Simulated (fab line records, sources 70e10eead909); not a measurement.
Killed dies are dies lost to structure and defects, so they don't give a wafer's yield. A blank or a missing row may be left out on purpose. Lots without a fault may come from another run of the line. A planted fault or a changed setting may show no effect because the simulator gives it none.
A struck lot beside a sound one | flow nand_harc | 18 steps out of a route of 1302
Sound: wafers L811.1, L811.2, L811.3. Struck: wafers L821.1, L821.2, L821.4. The cause comes at the end.
At each step with rows: each side's tool, then ch and its chambers, then its first start. Under that, the readings that differ: sound wafers | struck wafers | difference of the means | sigmas: that difference in standard deviations of wafers without a fault.
alike: readings whose means differ by less than 2 such deviations, and words and numbers that are the same on both sides. not compared: withheld readings, readings that some wafer has no value for, bounds like >300 that may hide the same value, and numbers for which the record gives no deviation and whose values overlap.
The two part at a step that has a row with sigmas, a row that says differs or no value, or rows on one side only. Numbers that don't overlap but have no deviation are shown without sigmas and don't part them. A reading that every wafer of one side lacks parts them only if that side has two wafers or more.

NHARC_A_STAIRCASE_CMP_472: polishes SiO2.
  sound on cmp-04 ch 1,2,3, day 22 13:29; struck on cmp-04 ch 1,2,3, day 25 19:56
  alike: motor_current_A, retaining_ring_pressure_frac, slurry_filter_dp_kPa
then, 1 step without rows for these wafers: NHARC_A_STAIRCASE_SRD_474.
NHARC_A_STAIRCASE_INSPECT_155:
  sound on defect_inspect-01, day 22 13:50; struck on defect_inspect-01, day 25 20:16
  alike: raw_defect_count
NHARC_A_SGD_CUT_DEP_00: deposits SiNx, target thk 50 nm.
  sound on pecvd-04 ch 0,1,2, day 22 13:53; struck on pecvd-01 ch 0,2, day 25 20:22
  alike: heater_power_w, rf_fwd_power_W
then, 7 steps without rows for these wafers: NHARC_A_SGD_CUT_DEHYDRATE_01 (time 120 s); NHARC_A_SGD_CUT_HMDS_02 (time 30 s); NHARC_A_SGD_CUT_COAT_56 (time 75 s); NHARC_A_SGD_CUT_COAT_57 (time 65 s); NHARC_A_SGD_CUT_COAT_03 (resist thk 90 nm); NHARC_A_SGD_CUT_SOFTBAKE_04 (time 55 s); NHARC_A_SGD_CUT_EBR_05.
NHARC_A_SGD_CUT_EXPOSE_06: exposes mask SGD.
  sound on arfi_scanner-02 ch 0, day 22 14:29; struck on arfi_scanner-03 ch 0, day 25 20:48
  reading                           | sound                | struck            | difference | sigmas
  model.A_SGD_CUT.overlay_x_nm (nm) | 0.1976 0.1976 0.1976 | 11.62 11.62 11.62 | +11.42     |
  alike: mask, focus_offset_nm
then, 2 steps without rows for these wafers: NHARC_A_SGD_CUT_PEB_07 (peb time 65 s); NHARC_A_SGD_CUT_DEVELOP_08 (develop time 35 s).
NHARC_A_SGD_CUT_CD_MEAS_09: target cd 100 nm.
  sound on cd_sem-01 ch 0, day 22 14:37; struck on cd_sem-01 ch 0, day 25 20:56
  alike: cd_nm
NHARC_A_SGD_CUT_OVL_MEAS_10:
  sound on overlay-01, day 22 14:42; struck on overlay-02, day 25 21:02
  reading           | sound       | struck         | difference | sigmas
  overlay_x_nm (nm) | 0.3 0.0 0.0 | 11.6 11.6 11.4 | +11.4      | +12
  alike: overlay_y_nm
NHARC_A_SGD_CUT_INSPECT_11:
  sound on defect_inspect-01, day 22 14:44; struck on defect_inspect-02, day 25 21:04
  alike: raw_defect_count
then, 1 step without rows for these wafers: NHARC_END_SORT_01.

WHERE THEY PART
Only at NHARC_A_SGD_CUT_OVL_MEAS_10, within this record. Later steps at which nothing parts them and some readings are alike: NHARC_A_SGD_CUT_INSPECT_11.

WHY: what the simulator had put in
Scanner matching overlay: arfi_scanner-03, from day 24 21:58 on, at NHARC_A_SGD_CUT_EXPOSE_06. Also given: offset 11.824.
